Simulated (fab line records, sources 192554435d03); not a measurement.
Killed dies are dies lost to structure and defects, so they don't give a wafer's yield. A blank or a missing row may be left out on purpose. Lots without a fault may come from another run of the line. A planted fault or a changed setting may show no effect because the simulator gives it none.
Chamber matching | flow n5_finfet | N5_BEOL_M12_CMP_49 on cmp-02: 4 sister chambers
The step polishes, stops on SiOC, t overpolish 20.6 s, target thk 320 nm. 4 wafers are shown with their chamber, then 6 later ones without.

WAFERS WITH THEIR CHAMBER
wafer  | chamber | motor_current_A (A)
L305.4 | 3       | 5.6
L313.1 | 1       | 5.4
L313.2 | 0       | 6.3
L313.4 | 2       | 6.9

WAFERS WITHOUT THEIR CHAMBER
wafer  | motor_current_A (A)
L315.2 | 5.6
L315.3 | 5.6
L315.5 | 6.6
L319.1 | 6.8
L319.2 | 5.6
L319.6 | 6.7

WHICH CHAMBER EACH WENT THROUGH
wafer  | from the rows above     | in truth
L315.2 | can't be placed: 3 or 1 | 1
L315.3 | can't be placed: 3 or 1 | 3
L315.5 | can't be placed: 0 or 2 | 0
L319.1 | 2                       | 2
L319.2 | can't be placed: 3 or 1 | 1
L319.6 | can't be placed: 2 or 0 | 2
Placed correctly: 1 of 6. Can't be placed from these rows: 5 (the true chamber is among the candidates in 5). Placed wrongly: 0.
How it was worked out, from the rows above alone: a wafer's distance from a chamber is the root of the sum, over the readings, of the square of ((its reading less the chamber's mean) divided by the reading's scatter). The wafer belongs to the nearest chamber; if the next one is less than 2 further off, it can't be placed. A chamber's mean is the mean of its shown wafers. The scatter: with one shown wafer a chamber, the root of the mean of the squares of how far each hidden wafer lies from its nearest shown one.
